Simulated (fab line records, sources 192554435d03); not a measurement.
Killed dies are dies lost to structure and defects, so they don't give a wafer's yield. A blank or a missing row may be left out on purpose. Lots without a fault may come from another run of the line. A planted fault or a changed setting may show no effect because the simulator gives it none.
Chamber matching | flow n5_finfet | N5_HKMG_FIN_ALD_21 on ald_metal-04: 4 sister chambers
The step deposits TiN, target thk 1.5 nm, pulse time 1 s, purge time 3 s. 8 wafers are shown with their chamber, then 7 later ones without.

WAFERS WITH THEIR CHAMBER
wafer  | chamber | heater_power_w (W) | susceptor_temp_C (C)
L081.2 | 0       | 961                | 400.05
L081.5 | 3       | 796                | 399.51
L081.6 | 0       | 976                | 400.11
L082.2 | 1       | 1049               | 399.71
L082.4 | 2       | 902                | 399.95
L082.5 | 2       | 889                | 400.06
L083.2 | 1       | 1039               | 399.92
L083.5 | 3       | 805                | 400.17

WAFERS WITHOUT THEIR CHAMBER
wafer  | heater_power_w (W) | susceptor_temp_C (C)
L083.6 | 893                | 399.89
L085.1 | 1053               | 399.71
L085.2 | 970                | 400.02
L085.5 | 888                | 399.80
L097.1 | 950                | 400.35
L097.4 | 784                | 399.79
L097.6 | 792                | 399.84

WHICH CHAMBER EACH WENT THROUGH
wafer  | from the rows above | in truth
L083.6 | 2                   | 2
L085.1 | 1                   | 1
L085.2 | 0                   | 0
L085.5 | 2                   | 2
L097.1 | 0                   | 0
L097.4 | 3                   | 3
L097.6 | 3                   | 3
Placed correctly: 7 of 7. Can't be placed from these rows: 0. Placed wrongly: 0.
How it was worked out, from the rows above alone: a wafer's distance from a chamber is the root of the sum, over the readings, of the square of ((its reading less the chamber's mean) divided by the reading's scatter). The wafer belongs to the nearest chamber; if the next one is less than 2 further off, it can't be placed. A chamber's mean is the mean of its shown wafers. The scatter: the root of (the sum of the squares of (reading less its chamber's mean) over the shown wafers, divided by (wafers less chambers)).
